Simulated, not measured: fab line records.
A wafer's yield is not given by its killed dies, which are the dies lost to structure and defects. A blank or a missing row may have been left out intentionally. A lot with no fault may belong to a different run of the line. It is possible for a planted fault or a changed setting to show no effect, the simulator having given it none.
One fault seen from 2 desks    flow n5Finfet    each desk has only its own numbers; what lay behind them comes last

== THE TOOL OWNER'S DESK: lithoTrack-02 ==
The tool's own readings at N5_BEOL_M6_COAT_05 (resist thk 90 nm): means of the sampled wafers that have a number, for each lot that ran on this tool. If a lot's mean is further than 4 standard deviations from the usual mean, the lot is out of limits and carries the mark OUT (the distance appears in the brackets).
Columns: A = chillPlateTempC at N5_BEOL_M6_COAT_05, usual 23.01 C; B = spinSpeedRpm at N5_BEOL_M6_COAT_05, usual 1499.8 rpm
lot   first seen here  A      B
L662  day 9 19:28      23.13  1499.5
L665  day 10 11:13     22.98  1498.8
L668  day 11 02:53     23.03  1499.3
L674  day 12 17:40     23.08  1718.6 (+99 or more) OUT
L675  day 12 20:35     23.02  1719.3 (+99 or more) OUT
This desk's verdict: out of limits on L674, L675, starting with L674 at day 12 17:40 (spinSpeedRpm at N5_BEOL_M6_COAT_05). L662, L665, L668 stayed within limits.

== THE DEFECT DESK ==
Counts from the inspections along the route, per lot, as means over the sampled wafers that have a number. If a lot's mean is further than 4 standard deviations from the usual mean, the lot is out of limits and carries the mark OUT (the distance appears in the brackets).
Columns: A = rawDefectCount at N5_BEOL_M5_INSPECT_58, usual 73
lot   first seen here  A
L659  day 8 22:19      64
L660  day 9 04:44      55
L661  day 9 16:38      76
L662  day 9 16:54      70
L663  day 9 17:17      50
L665  day 10 08:07     90
L668  day 11 01:16     59
L667  day 11 03:09     35
L669  day 11 17:14     95
L674  day 12 16:14     89
L675  day 12 18:52     66
L680  day 14 10:32     61
L679  day 14 13:00     54
Result from this desk: across the 13 lots, nothing is out of limits.

== ALL TOGETHER ==
At day 12 17:40, on L674, L675, the tool owner's desk was in a position to raise an alarm.
The defect desk saw nothing out of limits.
The defect desk has L674, L675 on record, within its limits.
Of the lots named, all ran N5_BEOL_M6_COAT_05 on lithoTrack-02.

== WHAT HAD BEEN PUT IN BY THE SIMULATOR ==
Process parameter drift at N5_BEOL_M6_COAT_05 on lithoTrack-02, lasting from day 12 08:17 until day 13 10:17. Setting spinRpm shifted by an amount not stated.
Shown lots that were struck: L674, L675.
Time in hours from fault onset to the first out-of-limits reading at each desk: the tool owner's desk, 9.
